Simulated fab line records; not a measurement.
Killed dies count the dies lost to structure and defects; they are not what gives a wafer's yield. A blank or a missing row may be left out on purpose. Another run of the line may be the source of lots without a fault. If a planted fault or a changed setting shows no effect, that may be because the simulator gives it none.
Matching of chambers -- flow n5 finfet -- N5_BEOL_M11_ALD_74 on ald metal-03: 4 sister chambers
The step deposits TaN, target thk 2 nm, pulse time 2 s, purge time 3 s. 8 wafers are shown with their chamber, then 12 later ones without.

== WAFERS PAIRED WITH THEIR CHAMBERS ==
wafer,chamber,heater power w (W)
L090.1,2,418
L090.2,3,431
L090.4,0,462
L090.5,2,424
L090.6,3,438
L092.2,1,365
L092.4,0,466
L092.5,1,353

== WAFERS WITHOUT THEIR CHAMBER ==
wafer,heater power w (W)
L094.1,428
L094.2,417
L094.3,451
L094.4,363
L094.5,409
L094.6,449
L095.2,430
L095.4,415
L095.5,436
L096.1,463
L096.4,355
L096.6,471

== WHICH CHAMBER EACH ONE RAN IN ==
wafer,from the rows above,in truth
L094.1,can't be placed: 3 or 2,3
L094.2,2,2
L094.3,can't be placed: 0 or 3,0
L094.4,1,1
L094.5,2,2
L094.6,can't be placed: 3 or 0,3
L095.2,can't be placed: 3 or 2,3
L095.4,2,2
L095.5,3,3
L096.1,0,0
L096.4,1,1
L096.6,0,0
Correctly placed: 8 of 12. These rows do not allow placing 4 (true chamber among the candidates in 4). Number placed wrongly: 0.
How it was worked out, from the rows above alone: a wafer's distance from a chamber is the root of the sum, over the readings, of the square of ((its reading less the chamber's mean) divided by the reading's scatter). The wafer belongs to the nearest chamber; if the next one is less than 2 further off, it can't be placed. A chamber's mean is the mean of its shown wafers. How the scatter is found: for the shown wafers, subtract from each reading the mean of its chamber, square and add these, divide the total by (wafers less chambers), then take the root.
